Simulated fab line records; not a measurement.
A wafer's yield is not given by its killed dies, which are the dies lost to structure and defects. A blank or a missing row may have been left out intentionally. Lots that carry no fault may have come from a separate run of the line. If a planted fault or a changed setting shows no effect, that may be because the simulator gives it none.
A lot that was struck, set against a sound lot || flow n5 finfet || 36 steps out of a route of 1938
Sound: wafers L506.2, L506.3, L506.5. Struck: wafer L495.2. (L495.3, L495.6 of the same lot were not struck and are left out.) The cause comes at the end.
At each step with rows: each side's tool, then ch and its chambers, then its first start. Under that, the readings that differ: sound wafers || struck wafers || difference of the means || sigmas: that difference in standard deviations of wafers without a fault.
alike: words and numbers the same on both sides, and readings whose means are apart by under 2 such deviations; not compared: readings that were withheld, readings missing a value for some wafer, numbers with overlapping values and no deviation given by the record, and bounds like >300 which may hide the same value.
A row with sigmas, a row that says differs or no value, or rows on one side alone: a step with any of these is where the two part. Numbers that don't overlap but have no deviation are shown without sigmas and don't part them. A reading that every wafer of one side lacks parts them only if that side has two wafers or more.

first, 9 steps without rows for these wafers: N5_BEOL_M4_ANNEAL_95 (time 240 s); N5_BEOL_M4_SPUTTER_96 (material Cu, target thk 4.5 nm, time 8.29 s); N5_BEOL_M4_ECD_50 (material Cu, target thk 300 nm); N5_BEOL_M4_ANNEAL_51 (time 90 s); N5_BEOL_M4_CMP_52 (polishes, stops on SiOC, t overpolish 6.8 s, target thk 40 nm); N5_BEOL_M4_PRE_CLEAN_60 (time 15 s); N5_BEOL_M4_CO_CAP_55 (material Co, precursor CCTBA/H2, target thk 2 nm, time 102.1 s); N5_BEOL_M4_PRE_CLEAN_56 (time 15 s); N5_BEOL_M4_DEP_57 (deposits SiCN from 3MS/NH3, target thk 8 nm, time 14 s).
N5_BEOL_M4_RC_MEAS_101:
  sound on prober-02 ch 0, day 12 20:52; struck on prober-01 ch 0, day 9 17:14
  alike: DIBL_N, DIBL_P, IOFF_N, IOFF_P, ION_N, ION_P, SS_N, SS_P, VT_N, VT_P
then, 24 steps without rows for these wafers: N5_BEOL_M5_ILD_DEP_00 (deposits SiCOH lowk from DEMS/porogen, target thk 140.64 nm, time 25.9 s); N5_BEOL_M5_CURE_79 (cures SiCOH lowk, time 240 s); N5_BEOL_M5_PECVD_70 (deposits SiO2 from TEOS/O2, target thk 16 nm, time 18 s); N5_BEOL_M5_HM_DEP_02 (deposits TiN, target thk 20 nm); N5_BEOL_M5_COAT_59 (time 60 s, resist thk 60 nm); N5_BEOL_M5_COAT_60 (time 60 s, resist thk 12 nm); N5_BEOL_M5_COAT_71 (time 60 s, resist thk 5 nm); N5_BEOL_M5_COAT_05 (resist thk 30 nm); N5_BEOL_M5_EBR_07; N5_BEOL_M5_SOFTBAKE_06 (time 60 s); N5_BEOL_M5_EXPOSE_08 (exposes mask M5, target cd 28 nm); N5_BEOL_M5_PEB_09 (peb time 60 s); N5_BEOL_M5_DEVELOP_10 (develop time 30 s); N5_BEOL_M5_DESCUM_16 (chemistry O2, time 7 s); N5_BEOL_M5_ETCH_72 (etches underlayer in N2/H2, target depth 6.5 nm, time 5.2 s); N5_BEOL_M5_ETCH_61 (etches SiARC in CF4, target depth 15.6 nm, time 26 s); N5_BEOL_M5_ETCH_62 (etches SOC in N2/H2, target depth 75 nm, overetch 15 nm, time 112.5 s); N5_BEOL_M5_STRIP_63 (strips in N2/H2); N5_BEOL_M5_STRIP_73 (strips in N2/H2); N5_BEOL_M5_STRIP_64 (strips in CF4); N5_BEOL_M5_HM_OPEN_17 (chemistry Cl2/BCl3, target TiN, target depth 20 nm, overetch 6 nm); N5_BEOL_M5_STRIP_19 (strips in O2); N5_BEOL_M5_COAT_65 (time 60 s, resist thk 60 nm); N5_BEOL_M5_COAT_66 (time 60 s, resist thk 12 nm).
-- the record jumps here: 3 days lie between the struck wafers' starts before and after (it left off in module BEOL_M5 and takes up again in module MIM_BOT_ETCH, whose first step shown is number 1868 of the route) --
N5_MIM_BOT_ETCH_ETCH_00: etches TiN in Cl2/BCl3, target depth 45.5 nm.
  sound on rie metal-02 ch 0,1, day 16 16:22; struck on rie metal-02 ch 0, day 13 04:13
{"reading": "throttle valve pct (%)", "sound": "21.78 21.78 21.83", "struck": 22.02, "difference": "+0.22", "sigmas": "+2"}
{"reading": "model.etch.depth nm (nm)", "sound": "46.42 45.9 45.98", "struck": 34.59, "difference": -11.51, "sigmas": ""}
  alike: drypump motor current A, oes product au
  not compared: rf hours counter h, model.MIM_BOT_ETCH.cd offset nm
N5_PASSIVATION_PROBE_49:
  sound on prober-02 at day 17 01:45; struck on prober-01 at day 13 12:51
{"reading": "defect limited yield (%)", "sound": "91.4 89.6 91.3", "struck": 27.5, "difference": -63.3, "sigmas": -45}
{"reading": "killed_at_M4_up", "sound": "13 14 17", "struck": 30, "difference": "+15", "sigmas": "+3"}
{"reading": "killed at contacts", "sound": "24 21 15", "struck": 8, "difference": -12, "sigmas": -2}
{"reading": "killed at front end", "sound": "30 52 26", "struck": 58, "difference": "+22", "sigmas": "+2"}
{"reading": "killed at other", "sound": "1 1 0", "struck": 736, "difference": "+735", "sigmas": "+99 or more"}
{"reading": "killed dies", "sound": "102 123 103", "struck": 856, "difference": "+747", "sigmas": "+47"}
{"reading": "killed on rim", "sound": "17 16 12", "struck": 48, "difference": "+33", "sigmas": "+9"}
{"reading": "sort_bin_5_function (%)", "sound": "5.3 6.4 5.3", "struck": 68.4, "difference": "+62.7", "sigmas": "+71"}
{"reading": "sort n pass", "sound": "1078 1057 1077", "struck": 324, "difference": -747, "sigmas": -47}
{"reading": "sort yield pct (%)", "sound": "91.4 89.6 91.3", "struck": 27.5, "difference": -63.3, "sigmas": -45}
  alike: killed_at_M0_to_M3, killed open, killed short, sort_bin_6_memory

== WHERE THEY PART ==
First at N5_MIM_BOT_ETCH_ETCH_00; last, within this record, at N5_PASSIVATION_PROBE_49.

WHY: what the simulator had put in
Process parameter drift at N5_MIM_BOT_ETCH_ETCH_00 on rie metal-02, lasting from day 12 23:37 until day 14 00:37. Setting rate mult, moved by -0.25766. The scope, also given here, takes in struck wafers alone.
